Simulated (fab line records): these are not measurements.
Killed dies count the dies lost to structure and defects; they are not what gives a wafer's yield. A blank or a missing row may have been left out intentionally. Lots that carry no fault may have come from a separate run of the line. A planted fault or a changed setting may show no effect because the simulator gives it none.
Matching of chambers    flow n5Finfet    3 sister chambers for N5_BEOL_M6_PECVD_70 on pecvd-01
The step deposits SiO2 from TEOS/O2, target thk 20 nm, time 22.7 s. 6 wafers are shown with their chamber, then 8 later ones without.

WAFERS PAIRED WITH THEIR CHAMBERS
wafer   chamber  throttleValvePct (%)  showerheadPlenumPTorr (Torr)
L083.6  2        23.7                  8.84
L084.2  1        22.6                  8.81
L092.1  1        22.6                  8.79
L092.3  0        25.6                  8.92
L092.6  2        23.6                  8.81
L093.2  0        26.0                  8.94

WAFERS WHOSE CHAMBER IS MISSING
wafer   throttleValvePct (%)  showerheadPlenumPTorr (Torr)
L093.4  23.6                  8.82
L093.6  22.6                  8.78
L091.1  23.6                  8.81
L091.2  26.3                  8.96
L091.3  22.8                  8.78
L091.4  23.5                  8.82
L091.5  26.1                  8.96
L091.6  22.7                  8.76

THE CHAMBER EACH PASSED THROUGH
wafer   from the rows above  in truth
L093.4  2                    2
L093.6  1                    1
L091.1  2                    2
L091.2  0                    0
L091.3  1                    1
L091.4  2                    2
L091.5  0                    0
L091.6  1                    1
8 of 8 placed correctly. Number that these rows cannot place: 0. Number placed wrongly: 0.
How it was worked out, from the rows above alone: a wafer's distance from a chamber is the root of the sum, over the readings, of the square of ((its reading less the chamber's mean) divided by the reading's scatter). If the next closest chamber is less than 2 further off than the closest, the wafer can't be placed; otherwise it belongs to the closest. A chamber's mean is the mean of its shown wafers. The scatter: the root of (the sum of the squares of (reading less its chamber's mean) over the shown wafers, divided by (wafers less chambers)).
